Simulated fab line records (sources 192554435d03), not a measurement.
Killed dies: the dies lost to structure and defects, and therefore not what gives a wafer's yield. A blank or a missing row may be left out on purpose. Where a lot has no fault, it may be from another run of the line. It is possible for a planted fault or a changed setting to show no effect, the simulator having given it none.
Comparing a struck lot with a sound one    flow n5-finfet    15 steps out of a route of 1938
Sound: wafers L115.2, L115.3, L115.4. Struck: wafer L119.5 (L119.2, L119.6, from the same lot, were not struck and are left out); the cause is given at the end.
At each step with rows: each side's tool, then ch and its chambers, then its first start. Under that, the readings that differ: sound wafers    struck wafers    difference of the means    sigmas: that difference in standard deviations of wafers without a fault.
alike: readings whose means differ by less than 2 such deviations, and words and numbers that are the same on both sides. not compared: withheld readings, readings that some wafer has no value for, bounds like >300 that may hide the same value, and numbers for which the record gives no deviation and whose values overlap.
Wherever a step has rows on one side only, a row that says differs or no value, or a row with sigmas, the two part there. Non-overlapping numbers with no deviation appear without sigmas and do not part them. A reading missing from all wafers of one side parts the sides only when that side holds two or more wafers.

first, 3 steps without rows for these wafers: N5_SD_EPI_P_PRECLEAN_32 (cleans in dHF, time 10 s); N5_SD_EPI_P_PRECLEAN_33 (cleans in SC2, time 45 s); N5_SD_EPI_P_SRD_25 (time 30 s).
N5_SD_EPI_P_INSPECT_26: inspects for defects (darkfield).
  sound on defect-inspect-01 at day 6 16:40; struck on defect-inspect-02 at day 7 10:49
  alike: raw-defect-count
N5_SD_ACTIVATION_RTA_00: time 0 s.
  sound on rtp-anneal-02 ch 0, day 6 17:07; struck on rtp-anneal-02 ch 0, day 7 10:57
reading             sound           struck  difference  sigmas
lamp-power-pct (%)  8.99 8.90 9.07  8.86    -0.13       -2
  alike: wafer_temp_C_max
N5_SD_ACTIVATION_LSA_01: time 0.0008 s.
  sound on laser-anneal-02 ch 0, day 6 17:20; struck on laser-anneal-02 ch 0, day 7 11:09
  alike: wafer_temp_C_max
N5_SD_ACTIVATION_RS_MEAS_03: measurement is done with a four-point probe.
  sound on film-metro-01 at day 6 17:31; struck on film-metro-02 at day 7 11:21
  alike: RS_SD_N, RS_SD_P
N5_SD_ACTIVATION_INSPECT_02: inspects for defects (darkfield).
  sound on defect-inspect-01 at day 6 17:50; struck on defect-inspect-02 at day 7 11:39
  alike: raw-defect-count
N5_ILD0_LINER_00: material SiNx, target thk 4 nm, pulse time 1 s, purge time 2 s.
  sound on ald-sin-01 ch 0,1,3, day 6 17:52; struck on ald-sin-04 ch 2, day 7 11:55
  alike: heater-power-w, precursor-pulse-height-rel
then, 2 steps without rows for these wafers: N5_ILD0_FCVD_FILL_01 (material SiO2 flowable, target thk 200 nm, time 328.3 s); N5_ILD0_CURE_02 (time 1800 s).
N5_ILD0_CMP_03: polishes, stops on SiNx, t overpolish 1.9 s, target thk 197.38 nm.
  sound on cmp-03 ch 1,2,3, day 6 20:14; struck on cmp-02 ch 1, day 7 14:19
reading              sound              struck  difference  sigmas
motor-current-A (A)  11.5 13.5 13.0     16.0    +3.3        +2
platen-rpm (rpm)     51.77 51.79 51.84  49.70   -2.10       -57
  alike: overpolish-run-s, time-to-endpoint-s
N5_ILD0_THK_MEAS_04:
  sound on film-metro-02 at day 6 20:31; struck on film-metro-02 at day 7 14:35
reading      sound              struck  difference  sigmas
thk-nm (nm)  196.5 197.9 197.3  194.1   -3.1        -2
-- the record jumps here: 5 days lie between the struck wafers' starts before and after (it left off in module ILD0 and takes up again in module BEOL_M4, whose first step shown is number 1111 of the route) --
N5_BEOL_M4_RC_MEAS_101:
  sound on prober-01 ch 0, day 12 08:35; struck on prober-01 ch 0, day 13 00:11
  alike: DIBL_N, DIBL_P, IOFF_N, IOFF_P, ION_N, ION_P, SS_N, SS_P, VT_N, VT_P
following that, these wafers have no rows for 1 step: N5_PASSIVATION_PROBE_49.

## WHERE THEY PART
First at N5_SD_ACTIVATION_RTA_00; last, within this record, at N5_ILD0_THK_MEAS_04. Later steps at which nothing parts them and some readings are alike: N5_BEOL_M4_RC_MEAS_101.

WHY: what had been put in by the simulator
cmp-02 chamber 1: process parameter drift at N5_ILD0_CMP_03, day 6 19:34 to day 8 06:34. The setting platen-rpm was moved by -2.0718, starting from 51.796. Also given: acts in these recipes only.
